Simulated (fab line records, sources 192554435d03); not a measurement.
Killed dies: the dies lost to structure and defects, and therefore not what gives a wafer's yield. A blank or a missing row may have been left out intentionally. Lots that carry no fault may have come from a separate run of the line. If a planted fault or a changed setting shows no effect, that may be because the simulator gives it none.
fab line records ; flow n5_finfet
record: lots: 7; wafers: 39
route steps=1938 shown ZERO_LAYER@11 FIN_SAQP@138 SD_EPI_P@312 MOL_CONTACT_COAG@535 BEOL_M0_SAQP@695 BEOL_M2@918 BEOL_M3@977 BEOL_M4@1111
start_h: the number of hours between the record's first day and the start of the first shown wafer of the lot ; wait_h: hours from the lot's prior step to this one ; " the same as in the row above ; L1.1+2: one row covering several wafers at once ; - either no value or no given start ; * or withheld: withheld ; < > ~ a bound
route shown NAME@n: a module of which the file shows steps, and the number in the route of the first ; usual: mean/standard deviation of fault-free wafers ; same: alike in all rows ; chamber/n: place in a boat ; sites: each site's reading ; _std_site: their standard deviation ; _edge_site: inner sites' mean taken away from outer sites' mean ; radius_mm: how far each site lies from the wafer's centre ; mask NAME#n: copy n ; behind: the last tool/chamber to shape the wafer ; hold: reason for holding the lot/hours on hold/outcome of the hold ; device: the n, p or np transistor that did not switch ; end of line: tests of these same wafers at the route's end ; for a step that has no rows: nothing shown but its recipe ; killed: dies lost to structure and defects at the first sort, not the wafer's yield ; map: a wafer's dies, x killed, . not, _ none there
set.NAME: the setting the step ran with; set.NAME@STEP: the setting that earlier step ran with ; model.NAME: the simulator's own value behind a step, which no gauge read
lots whose settings were changed on purpose; a table a step, a row a wafer
== steps ==
step: N5_ZERO_LAYER_DEVELOP_10
recipe: develop_time_s: 60; rinse_liquid: diw; dry: air_spin; dev_temp_c: 21
step: N5_FIN_SAQP_SPACER2_ALD_28
recipe: material: SiO2; target_thk_a: 81; temp_c: 300; ald_precursor_family: BDEAS; ald_co_reactant: O2-plasma; pulse_time_s: 1; purge_time_s: 2; co_reactant_purge_time_s: 2; pressure_torr: 2
step: N5_SD_EPI_P_ETCH_16
recipe: chemistry: CHF3/O2; target: SiO2; target_depth_a: 50; mask_material: SOC; pressure_mtorr: 30; source_w: 650; bias_w: 170; Ar_flow_sccm: 200; CHF3_flow_sccm: 50; O2_flow_sccm: 5; ion_energy_ev: 200
step: N5_MOL_CONTACT_COAG_CONTACT_ETCH_14
recipe: chemistry: C4F6/O2; target: SiO2; target_depth_a: 275; overetch_a: 85; mask_material: SOC; pressure_mtorr: 30; source_w: 370; bias_w: 185; Ar_flow_sccm: 300; C4F6_flow_sccm: 16; O2_flow_sccm: 10; time_s: 20; ion_energy_ev: 259.6
step: N5_BEOL_M0_SAQP_CUT_ETCH_46
recipe: chemistry: N2/H2; target: SOC; target_depth_a: 1350; overetch_a: 270; temp_c: 40; time_s: 202.5; ion_energy_ev: 200; mask_material: SiARC; pressure_mtorr: 30; source_w: 840; bias_w: 150; n2_flow_sccm: 200; h2_flow_sccm: 200
step: N5_BEOL_M2_SPUTTER_94
recipe: material: Cu; target_thk_a: 45; temp_c: -20; chamber_pressure_pa: 0.07; power_w: withheld; time_s: 8.29
step: N5_BEOL_M3_VIA_ETCH_34
recipe: chemistry: C4F6/O2; target_depth_a: 694; mask_material: SOC; pressure_mtorr: 15; ion_energy_ev: 250; taper_deg: 4; time_s: 65.9; source_w: 350; bias_w: 170; Ar_flow_sccm: 300; C4F6_flow_sccm: 10; O2_flow_sccm: 10
step: N5_BEOL_M4_RC_MEAS_101
usual: DIBL_P: 35.9/1.7; ION_N: 672/11; VT_N: 249.3/2.7; VT_N_LVT: 98.2/2.6
lot.wafer;tool;chamber;start_h;wait_h;device;set.develop_time_s@ZERO_LAYER_DEVELOP_10;set.target_thk_a@FIN_SAQP_SPACER2_ALD_28;set.target_depth_a@SD_EPI_P_ETCH_16;set.time_s@MOL_CONTACT_COAG_CONTACT_ETCH_14;set.target_depth_a@BEOL_M0_SAQP_CUT_ETCH_46;set.time_s@BEOL_M2_SPUTTER_94;set.time_s@BEOL_M3_VIA_ETCH_34;DIBL_P[mV/V];ION_N[uA/um];VT_N[mV];VT_N_LVT[mV]
L079.2;prober-01;0;206.68;0.2;-;60;81;50;20;1350;8.29;65.9;36.4;675;249.2;96.0
L079.4;prober-01;0;206.68;0.2;-;60;81;50;20;1350;8.29;65.9;36.9;679;247.8;95.0
L079.6;prober-01;0;206.68;0.2;-;60;81;50;20;1350;8.29;65.9;33.8;659;253.4;98.3
L082.1;prober-02;0;222.54;0.0;-;82.5;81;50;29.77;1350;8.29;65.9;37.2;676;249.1;96.2
L082.2;prober-02;0;222.54;0.0;-;82.5;81;21.22;20;1350;11.76;65.9;37.4;688;249.1;96.5
L082.3;prober-02;0;222.54;0.0;-;60;81;50;29.77;1350;11.76;65.9;35.2;672;249.8;100.3
L082.4;prober-02;0;222.54;0.0;-;82.5;121.9;21.22;29.77;1350;8.29;65.9;72.5;873;187.8;36.7
L082.5;prober-02;0;222.54;0.0;-;60;121.9;21.22;20;1350;8.29;65.9;72.0;878;188.8;36.8
L082.6;prober-02;0;222.54;0.0;-;60;121.9;50;20;1350;11.76;65.9;71.6;871;187.7;36.0
L084.1;prober-02;0;230.17;0.0;-;82.69;96.45;31.91;20;1350;5.947;47.5;49.2;740;227.3;75.6
L084.2;prober-02;0;230.17;0.0;-;82.69;96.45;50;20;1350;8.29;65.9;48.0;739;226.3;75.6
L084.3;prober-02;0;230.17;0.0;-;82.69;81;50;20;1350;5.947;65.9;36.4;670;251.4;98.4
L084.4;prober-02;0;230.17;0.0;-;60;96.45;31.91;20;1350;8.29;65.9;51.6;749;224.4;73.3
L084.5;prober-02;0;230.17;0.0;-;60;81;50;20;1350;8.29;47.5;33.0;648;253.3;99.9
L084.6;prober-02;0;230.17;0.0;-;60;81;31.91;20;1350;5.947;47.5;33.0;655;256.9;102.7
L089.1;prober-02;0;254.92;0.0;-;60;81;60.04;27.93;852;8.29;98.29;-;-;-;-
L089.2;prober-02;0;254.92;0.0;-;38.97;110.3;50;27.93;1350;8.29;98.29;60.5;791;206.8;56.4
L089.3;prober-02;0;254.92;0.0;-;60;81;50;27.93;1350;11.67;65.9;35.4;667;251.3;99.7
L089.4;prober-02;0;254.92;0.0;-;60;110.3;60.04;20;852;8.29;65.9;59.4;806;207.3;55.1
L089.5;prober-02;0;254.92;0.0;-;38.97;81;50;20;852;11.67;98.29;-;-;-;-
L089.6;prober-02;0;254.92;0.0;-;38.97;110.3;60.04;20;1350;11.67;65.9;60.8;820;204.1;52.9
L090.1;prober-01;0;265.84;0.0;np;50.65;81;50;12.73;1350;7.006;65.9;-;-;-;-
L090.2;prober-01;0;265.84;0.0;-;60;81;50;20;1350;8.29;55.54;34.5;664;249.4;98.3
L090.3;prober-01;0;265.84;0.0;-;60;81;72.88;20;1095;7.006;55.54;33.9;663;252.6;101.0
L090.4;prober-01;0;265.84;0.0;np;60;81;50;12.73;1095;8.29;65.9;-;-;-;-
L090.5;prober-01;0;265.84;0.0;-;50.65;81;72.88;20;1350;7.006;65.9;34.7;662;249.7;97.5
L090.6;prober-01;0;265.84;0.0;np;50.65;81;72.88;12.73;1095;8.29;55.54;-;-;-;-
L096.1;prober-01;0;309.69;0.0;-;60;81;61.99;20;1350;3.883;65.9;37.0;670;245.1;95.3
L096.2;prober-01;0;309.69;0.0;np;60;104.5;61.99;10.21;1350;8.29;65.9;-;-;-;-
L096.3;prober-01;0;309.69;0.0;-;60;81;61.99;20;1350;8.29;65.9;37.1;690;246.4;95.5
L096.4;prober-01;0;309.69;0.0;np;60;104.5;50;10.21;1350;8.29;65.9;-;-;-;-
L096.5;prober-01;0;309.69;0.0;np;60;81;50;10.21;1350;3.883;65.9;-;-;-;-
L096.6;prober-01;0;309.69;0.0;-;60;104.5;50;20;1350;3.883;65.9;55.7;794;214.2;61.8
L097.1;prober-02;0;316.26;0.0;-;60;81;74.11;20;1722;8.29;97.84;36.2;665;252.6;99.9
L097.2;prober-02;0;316.26;0.0;-;60;81;74.11;20;1350;8.29;65.9;40.0;680;247.5;92.4
L097.3;prober-02;0;316.26;0.0;-;60;81;50;20;1722;3.379;65.9;39.7;668;249.7;97.5
L097.4;prober-02;0;316.26;0.0;-;50.14;81;50;20;1350;8.29;97.84;35.4;678;253.1;100.0
L097.5;prober-02;0;316.26;0.0;-;50.14;81;50;20;1722;3.379;97.84;36.9;663;252.7;98.0
L097.6;prober-02;0;316.26;0.0;-;50.14;81;74.11;20;1350;3.379;65.9;39.4;675;249.5;95.3
== key ==
split: step: N5_ZERO_LAYER_DEVELOP_10; setting: develop_time_s; stated_as: 60
response none clear
split: step: N5_FIN_SAQP_SPACER2_ALD_28; setting: target_thk_a; stated_as: 81
response: step: N5_BEOL_M4_RC_MEAS_101; reading: VT_N_LVT; slope: -1.23; per: 1%; together_with: all; explained: 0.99
response: step: N5_BEOL_M4_RC_MEAS_101; reading: VT_N; slope: -1.26; per: 1%; together_with: all; explained: 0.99
response: step: N5_BEOL_M4_RC_MEAS_101; reading: ION_N; slope: +3.93; per: 1%; together_with: all; explained: 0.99
response: step: N5_BEOL_M4_RC_MEAS_101; reading: DIBL_P; slope: +0.711; per: 1%; together_with: all; explained: 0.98
split: step: N5_SD_EPI_P_ETCH_16; setting: target_depth_a; stated_as: 50
response none clear
split: step: N5_MOL_CONTACT_COAG_CONTACT_ETCH_14; setting: time_s; stated_as: 20
response none clear
split: step: N5_BEOL_M0_SAQP_CUT_ETCH_46; setting: target_depth_a; stated_as: 1350
response none clear
split: step: N5_BEOL_M2_SPUTTER_94; setting: time_s; stated_as: 8.29
response none clear
split: step: N5_BEOL_M3_VIA_ETCH_34; setting: time_s; stated_as: 65.9
response none clear
